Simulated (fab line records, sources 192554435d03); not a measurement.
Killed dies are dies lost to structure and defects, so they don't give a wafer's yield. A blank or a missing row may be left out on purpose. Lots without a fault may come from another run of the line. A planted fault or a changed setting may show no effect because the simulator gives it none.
Problem report in the 8D (eight disciplines) form, filled by code | flow n5_finfet | the parts of the form that need people (team, actions taken, sign-off) are left out

1. THE PROBLEM
rf_fwd_power_W at N5_BEOL_M1_TRENCH_ETCH_37 reads a mean of 265.6 W on 1 wafer of 1 lot; wafers without a fault read 350.4 W with a standard deviation of 2.2. That is -39 standard deviations from the usual mean.
The step: etches SiOC in C4F6/O2, target depth 55.207 nm, time 29 s.
First seen on wafer L572.1, day 8 22:50, on rie_diel-02. The record holds 24 wafers of 8 lots with a number at this step. Rule for "out", or "out of limits": more than 4 standard deviations from the usual mean. The other wafers with a number count as sound.

2. WHAT IT IS AND WHAT IT IS NOT
question                    | is                       | is not
which readings at this step | rf_fwd_power_W, rf_vpp_V | drypump_motor_current_A, oes_product_au, showerhead_plenum_p_Torr, throttle_valve_pct
which lots                  | L572                     | L564, L565, L566, L567, L578, L579, L583
which wafers of those lots  | L572.1                   | L572.2, L572.5
read on which tools         | rie_diel-02              | rie_diel-04, rie_diel-06
when                        | from day 8 22:50         | up to then (14 sound wafers); but 9 sound wafers of L578, L579, L583 came after

3. SUSPECTS, AND WHAT RULES EACH OUT
Counting: a tool at a process step up to the reading stays a suspect if it ran every lot that is out. Sound lots after the first of them don't rule it out here, since some wafers of a struck lot are sound.
- rie_diel-02 at N5_BEOL_M1_DESCUM_33 (chemistry O2, time 7 s): kept. It ran the lot that is out, L572 (day 8 10:43); its last sound lot up to then is L564 (day 6 11:49).
- rie_diel-02 at N5_BEOL_M1_ETCH_69 (etches SiARC in CF4, target depth 15.6 nm, time 26 s): kept. It ran the lot that is out, L572 (day 8 10:47); its last sound lot up to then is L564 (day 6 11:52).
- rie_diel-02 at N5_BEOL_M1_TRENCH_ETCH_37 (etches SiOC in C4F6/O2, target depth 55.207 nm, time 29 s): kept. It ran the lot that is out, L572 (day 8 22:50); its last sound lot up to then is L567 (day 7 11:14). Its own readings are out on those wafers: rf_fwd_power_W, rf_vpp_V.
- Within rie_diel-02 at N5_BEOL_M1_DESCUM_33: the wafers that are out ran in chamber 1; their sound lot-mates ran in chambers 2, 3.
- Within rie_diel-02 at N5_BEOL_M1_ETCH_69: the wafers that are out ran in chamber 1; their sound lot-mates ran in chambers 2, 3.
- Within rie_diel-02 at N5_BEOL_M1_TRENCH_ETCH_37: the wafers that are out ran in chamber 3; their sound lot-mates ran in chambers 0, 1.
Left after counting: rie_diel-02 at N5_BEOL_M1_DESCUM_33, rie_diel-02 at N5_BEOL_M1_ETCH_69, rie_diel-02 at N5_BEOL_M1_TRENCH_ETCH_37.

4. THE CAUSE (what the simulator had put in)
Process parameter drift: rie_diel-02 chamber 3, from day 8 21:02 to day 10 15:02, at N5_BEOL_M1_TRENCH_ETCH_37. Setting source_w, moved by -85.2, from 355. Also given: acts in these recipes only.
Counting left 3 suspects, and this tool is among them.

5. THE CHAIN OF EFFECTS, in route order
Each row: a reading whose mean over the struck wafers that have a number lies more than 3 standard deviations from the usual. Only readings for which the record gives a usual standard deviation are gone through. hours: the time from each lot's start at the first step in this table that gives one to its start at this step, as a median over the lots. sigmas: the change in usual standard deviations.
hours | step                      | reading         | usual   | on struck wafers | change | sigmas
0     | N5_BEOL_M1_TRENCH_ETCH_37 | rf_fwd_power_W  | 350.4 W | 265.6            | -84.8  | -39
0     | N5_BEOL_M1_TRENCH_ETCH_37 | rf_vpp_V        | 667 V   | 778              | +111   | +9.2
0     | N5_BEOL_M1_OCD_MEAS_38    | trench_depth_nm | 55.1 nm | 50.6             | -4.5   | -3.5
The process steps in it:
- N5_BEOL_M1_TRENCH_ETCH_37: etches SiOC in C4F6/O2, target depth 55.207 nm, time 29 s.
Later measuring or inspecting steps at which every struck wafer that the step has a row for has a number for every such reading, and none has moved that far: N5_BEOL_M4_RC_MEAS_101.

6. WHAT WOULD HAVE CAUGHT IT SOONER
In this record the first reading out of limits was taken at day 8 22:50, 2 hours after the fault began at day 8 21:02.
